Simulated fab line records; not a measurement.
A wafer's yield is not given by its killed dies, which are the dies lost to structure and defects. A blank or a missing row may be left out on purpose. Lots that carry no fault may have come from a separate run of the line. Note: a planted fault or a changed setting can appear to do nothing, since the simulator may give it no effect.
A struck lot beside a sound one / flow n5 finfet / 42 steps out of a route of 1938
Sound: wafers L309.1, L309.2, L309.6. Struck: wafers L325.3, L325.5 (left out: L325.4, a lot-mate that was not struck); the cause follows at the end.
Order at every step that has rows: each side's tool, ch and its chambers, its first start. Under that, the readings that differ: sound wafers / struck wafers / difference of the means / sigmas: that difference in standard deviations of wafers without a fault.
alike: readings whose means differ by less than 2 such deviations, and words and numbers that are the same on both sides. not compared: withheld readings, readings that some wafer has no value for, bounds like >300 that may hide the same value, and numbers for which the record gives no deviation and whose values overlap.
A row with sigmas, a row that says differs or no value, or rows on one side alone: a step with any of these is where the two part. Numbers that have no deviation but don't overlap get no sigmas and don't part them. A reading missing from all wafers of one side parts the sides only when that side holds two or more wafers.

first, 1 step without rows for these wafers: N5_PMOS_HMC_CHANNEL_EPI_EPI_26 (deposits Si from SiH4/H2, target thk 3.8 nm, time 22.7 s).
N5_PMOS_HMC_CHANNEL_EPI_INSPECT_30: inspects for defects (darkfield).
  sound: defect inspect-01 at day 1 20:55; struck: defect inspect-01 at day 5 21:35
  alike: raw defect count
then, 7 steps without rows for these wafers: N5_FIN_SAQP_PRECLEAN_42 (cleans in O3/DIW, time 60 s); N5_FIN_SAQP_PRECLEAN_00 (cleans in SC1, time 60 s); N5_FIN_SAQP_PRECLEAN_44 (cleans in SC2, time 45 s); N5_FIN_SAQP_SRD_01 (time 30 s); N5_FIN_SAQP_ALD_61 (deposits SiO2, target thk 4 nm, pulse time 1 s, purge time 2 s); N5_FIN_SAQP_DENSIFY_62 (time 60 s); N5_FIN_SAQP_HM_DEP_03 (deposits SiNx from SiH4/NH3/N2, target thk 38 nm, time 33.6 s).
N5_FIN_SAQP_THK_MEAS_05:
  sound: film metro-01 at day 1 21:37; struck: film metro-02 at day 5 22:15
  alike: thk nm
then, 1 step without rows for these wafers: N5_FIN_SAQP_PECVD_47 (deposits a-Si from SiH4/He, target thk 45 nm, time 36.3 s).
N5_FIN_SAQP_PECVD_48: deposits SiNx from SiH4/NH3/N2, target thk 25 nm, time 22.1 s.
  sound on pecvd-02 ch 0,1, day 1 21:42; struck on pecvd-03 ch 1, day 5 22:20
  alike: chamber pressure Torr, heater power w, rf fwd power W, showerhead plenum p Torr, throttle valve pct
N5_FIN_SAQP_PECVD_06: deposits a-Si from SiH4/He, target thk 60 nm, time 48.1 s.
  sound on pecvd-02 ch 0,1, day 1 21:46; struck on pecvd-03 ch 1, day 5 22:22
  alike: chamber pressure Torr, heater power w, rf fwd power W, showerhead plenum p Torr, throttle valve pct
N5_FIN_SAQP_THK_MEAS_07:
  sound: film metro-01 at day 1 21:53; struck: film metro-01 at day 5 22:28
  alike: thk nm
then, 9 steps without rows for these wafers: N5_FIN_SAQP_HM_DEP_72 (deposits SiO2 from SiH4/N2O, target thk 12 nm, time 7.2 s); N5_FIN_SAQP_COAT_49 (time 60 s, resist thk 100 nm); N5_FIN_SAQP_COAT_50 (time 60 s, resist thk 35 nm); N5_FIN_SAQP_COAT_10 (resist thk 90 nm); N5_FIN_SAQP_EBR_12; N5_FIN_SAQP_SOFTBAKE_11 (time 60 s); N5_FIN_SAQP_EXPOSE_13 (exposes mask FIN CORE, target cd 35.6 nm); N5_FIN_SAQP_PEB_14 (peb time 60 s); N5_FIN_SAQP_DEVELOP_15 (develop time 30 s).
N5_FIN_SAQP_CD_MEAS_16: target cd 35.6 nm.
  sound on cd sem-01 ch 0, day 1 22:23; struck on cd sem-03 ch 0, day 5 22:58
  alike: cd nm
N5_FIN_SAQP_OVL_MEAS_17:
  sound on overlay-02 ch 0, day 1 22:26; struck on overlay-01 ch 0, day 5 23:01
  alike: FIN_CORE_OVL
N5_FIN_SAQP_INSPECT_18: inspects for defects (brightfield).
  sound: defect inspect-01 at day 1 22:28; struck: defect inspect-01 at day 5 23:02
  alike: raw defect count
then, 1 step without rows for these wafers: N5_FIN_SAQP_DESCUM_21 (chemistry O2, time 7.9 s).
N5_FIN_SAQP_ETCH_51: etches SiARC in CF4, target depth 45.5 nm, time 75.8 s.
  sound on rie diel-06 ch 0,1,3, day 1 22:40; struck on rie diel-06 ch 1,2, day 5 23:06
  alike: drypump motor current A, etch rf on time s, oes product au, rf fwd power W, rf vpp V, showerhead plenum p Torr, throttle valve pct
  not compared: rf hours counter h
N5_FIN_SAQP_ETCH_52: etches SOC in N2/H2, target depth 100 nm, overetch 20 nm, time 150 s.
  sound on rie diel-06 ch 0,1,3, day 1 22:43; struck on rie diel-06 ch 1,2, day 5 23:09
  alike: drypump motor current A, oes product au, rf fwd power W, rf vpp V, showerhead plenum p Torr, throttle valve pct
  not compared: rf hours counter h
then, 4 steps without rows for these wafers: N5_FIN_SAQP_STRIP_53 (strips in N2/H2); N5_FIN_SAQP_HM_OPEN_73 (chemistry CHF3/O2, target SiO2, stops on a-Si, target depth 12 nm, time 16.8 s); N5_FIN_SAQP_STRIP_74 (strips in CHF3/O2); N5_FIN_SAQP_MANDREL_ETCH_22 (etches a-Si in HBr/Cl2, stops on SiNx, target depth 60 nm, bt time 10 s, time 30 s).
N5_FIN_SAQP_STRIP_55: strips in N2/H2.
  sound on rie diel-06 ch 0,3, day 1 23:01; struck on rie diel-01 ch 1,2, day 5 23:26
  alike: drypump motor current A, oes product au, rf vpp V, showerhead plenum p Torr, throttle valve pct
  not compared: rf hours counter h
then, 5 steps without rows for these wafers: N5_FIN_SAQP_STRIP_23 (strips in SPM, time 750 s); N5_FIN_SAQP_SRD_66 (time 30 s); N5_FIN_SAQP_RECESS_75 (chemistry HF/NH3, target SiO2, target depth 14.4 nm, afs cycles 3, sublimation time 60 s); N5_FIN_SAQP_SPACER1_ALD_24 (deposits SiO2, target thk 20.3 nm, pulse time 1 s, purge time 2 s); N5_FIN_SAQP_SPACER1_ETCHBACK_25 (etches SiO2 in CHF3/O2, target depth 24.4 nm, time 12.2 s).
N5_FIN_SAQP_MANDREL1_REMOVE_56: chemistry HBr/Cl2/O2, target a-Si, stops on SiNx, bt time 10 s.
  sound on rie si-03 ch 0,1,3, day 2 00:54; struck on rie si-04 ch 1,2, day 6 00:58
  alike: HBr_flow_sccm, drypump motor current A, oes product au, rf fwd power W, throttle valve pct
  not compared: rf hours counter h
N5_FIN_SAQP_CD_MEAS_27: target cd 20 nm.
  sound on cd sem-02 ch 0, day 2 01:01; struck on cd sem-01 ch 0, day 6 01:04
  alike: cd nm
-- record jumps: 11 days separate the struck wafers' starts on either side; left off in module FIN_SAQP, taken up again in module BEOL_M15, whose first shown step is the route's number 1807 --
N5_BEOL_M15_DESCUM_33: chemistry O2, time 7.9 s.
  sound on rie diel-05 ch 0,1, day 13 05:10; struck on rie diel-04 ch 1, day 16 17:49
reading=drypump motor current A (A); sound=5.1 5.3 5.1; struck=6.0 5.9; difference=+0.8; sigmas=+2
  alike: oes product au, rf fwd power W, rf vpp V, showerhead plenum p Torr, throttle valve pct
  not compared: rf hours counter h, model.BEOL_M15.cd nm

== WHERE THEY PART ==
Only at N5_BEOL_M15_DESCUM_33, as far as this record shows.

WHY: whatever the simulator had introduced
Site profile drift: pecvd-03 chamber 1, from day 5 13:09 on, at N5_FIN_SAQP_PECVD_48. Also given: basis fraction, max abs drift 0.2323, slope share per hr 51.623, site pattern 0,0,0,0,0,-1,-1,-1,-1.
